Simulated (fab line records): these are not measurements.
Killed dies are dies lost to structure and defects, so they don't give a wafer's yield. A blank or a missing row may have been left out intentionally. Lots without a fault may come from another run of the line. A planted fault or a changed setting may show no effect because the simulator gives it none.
Matching of chambers :: flow n5 finfet :: rie diel-05 running N5_BEOL_M1_STRIP_19: 4 sister chambers
The step strips in O2. 20 wafers are shown with their chamber, then 10 later ones without.

## WAFERS WITH THEIR CHAMBER
wafer: L077.1
chamber: 0
drypump motor current A (A): 6.8
showerhead plenum p Torr (Torr): 2.21
throttle valve pct (%): 16.45

wafer: L077.4
chamber: 1
drypump motor current A (A): 5.3
showerhead plenum p Torr (Torr): 2.00
throttle valve pct (%): 16.52

wafer: L077.5
chamber: 0
drypump motor current A (A): 6.8
showerhead plenum p Torr (Torr): 2.21
throttle valve pct (%): 16.46

wafer: L080.2
chamber: 3
drypump motor current A (A): 5.1
showerhead plenum p Torr (Torr): 1.98
throttle valve pct (%): 16.94

wafer: L080.5
chamber: 1
drypump motor current A (A): 5.4
showerhead plenum p Torr (Torr): 2.00
throttle valve pct (%): 16.54

wafer: L080.6
chamber: 0
drypump motor current A (A): 6.8
showerhead plenum p Torr (Torr): 2.21
throttle valve pct (%): 16.49

wafer: L082.2
chamber: 2
drypump motor current A (A): 5.1
showerhead plenum p Torr (Torr): 2.06
throttle valve pct (%): 16.73

wafer: L082.4
chamber: 3
drypump motor current A (A): 5.1
showerhead plenum p Torr (Torr): 1.97
throttle valve pct (%): 16.98

wafer: L082.5
chamber: 0
drypump motor current A (A): 6.8
showerhead plenum p Torr (Torr): 2.21
throttle valve pct (%): 16.48

wafer: L083.1
chamber: 2
drypump motor current A (A): 5.1
showerhead plenum p Torr (Torr): 2.05
throttle valve pct (%): 16.74

wafer: L083.4
chamber: 0
drypump motor current A (A): 6.8
showerhead plenum p Torr (Torr): 2.21
throttle valve pct (%): 16.51

wafer: L083.5
chamber: 2
drypump motor current A (A): 5.0
showerhead plenum p Torr (Torr): 2.05
throttle valve pct (%): 16.76

wafer: L084.1
chamber: 2
drypump motor current A (A): 5.0
showerhead plenum p Torr (Torr): 2.05
throttle valve pct (%): 16.77

wafer: L084.5
chamber: 0
drypump motor current A (A): 6.8
showerhead plenum p Torr (Torr): 2.21
throttle valve pct (%): 16.50

wafer: L084.6
chamber: 2
drypump motor current A (A): 5.0
showerhead plenum p Torr (Torr): 2.05
throttle valve pct (%): 16.76

wafer: L088.1
chamber: 3
drypump motor current A (A): 5.1
showerhead plenum p Torr (Torr): 2.23
throttle valve pct (%): 16.50

wafer: L088.2
chamber: 0
drypump motor current A (A): 6.8
showerhead plenum p Torr (Torr): 2.20
throttle valve pct (%): 16.52

wafer: L088.5
chamber: 0
drypump motor current A (A): 6.8
showerhead plenum p Torr (Torr): 2.20
throttle valve pct (%): 16.52

wafer: L087.1
chamber: 2
drypump motor current A (A): 5.1
showerhead plenum p Torr (Torr): 2.05
throttle valve pct (%): 16.79

wafer: L087.5
chamber: 1
drypump motor current A (A): 5.4
showerhead plenum p Torr (Torr): 1.99
throttle valve pct (%): 16.58

SIGNATURES (averages over the wafers above)
reading: drypump motor current A
chamber 0: 6.800
chamber 1: 5.367
chamber 2: 5.050
chamber 3: 5.100
scatter within a chamber: 0.0368

reading: showerhead plenum p Torr
chamber 0: 2.2075
chamber 1: 1.9967
chamber 2: 2.0517
chamber 3: 2.0600
scatter within a chamber: 0.0523

reading: throttle valve pct
chamber 0: 16.4913
chamber 1: 16.5467
chamber 2: 16.7583
chamber 3: 16.8067
scatter within a chamber: 0.0971
Rule: a wafer lies at a distance from a chamber equal to the root of the sum of squares, over the readings, of (its reading less the chamber's mean, divided by the reading's scatter). The wafer belongs to the nearest chamber; if the next one is less than 2 further off, it can't be placed. The scatter: take each reading less its chamber's mean, square it, sum over the shown wafers, divide by the number of wafers less the number of chambers, and take the root.

## WAFERS WITHOUT THEIR CHAMBER
wafer: L087.6
drypump motor current A (A): 6.8
showerhead plenum p Torr (Torr): 2.20
throttle valve pct (%): 16.52

wafer: L093.3
drypump motor current A (A): 5.1
showerhead plenum p Torr (Torr): 2.23
throttle valve pct (%): 16.50

wafer: L093.5
drypump motor current A (A): 5.0
showerhead plenum p Torr (Torr): 2.05
throttle valve pct (%): 16.78

wafer: L093.6
drypump motor current A (A): 5.1
showerhead plenum p Torr (Torr): 2.23
throttle valve pct (%): 16.51

wafer: L097.3
drypump motor current A (A): 5.4
showerhead plenum p Torr (Torr): 1.99
throttle valve pct (%): 16.61

wafer: L097.5
drypump motor current A (A): 6.8
showerhead plenum p Torr (Torr): 2.20
throttle valve pct (%): 16.55

wafer: L097.6
drypump motor current A (A): 5.1
showerhead plenum p Torr (Torr): 2.23
throttle valve pct (%): 16.53

wafer: L091.3
drypump motor current A (A): 5.4
showerhead plenum p Torr (Torr): 1.99
throttle valve pct (%): 16.61

wafer: L091.4
drypump motor current A (A): 5.1
showerhead plenum p Torr (Torr): 2.04
throttle valve pct (%): 16.82

wafer: L091.5
drypump motor current A (A): 5.1
showerhead plenum p Torr (Torr): 2.23
throttle valve pct (%): 16.51

## WHICH CHAMBER EACH WENT THROUGH
wafer: L087.6
from the rows above: 0
in truth: 0

wafer: L093.3
from the rows above: can't be placed: 3 or 2
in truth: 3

wafer: L093.5
from the rows above: can't be placed: 2 or 3
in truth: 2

wafer: L093.6
from the rows above: can't be placed: 3 or 2
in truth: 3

wafer: L097.3
from the rows above: 1
in truth: 1

wafer: L097.5
from the rows above: 0
in truth: 0

wafer: L097.6
from the rows above: can't be placed: 3 or 2
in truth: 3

wafer: L091.3
from the rows above: 1
in truth: 1

wafer: L091.4
from the rows above: can't be placed: 3 or 2
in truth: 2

wafer: L091.5
from the rows above: can't be placed: 3 or 2
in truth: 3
Correct placement for 4 of the 10. Cannot be placed on the basis of these rows: 6; the candidates contain the true chamber in 6. Number placed wrongly: 0.
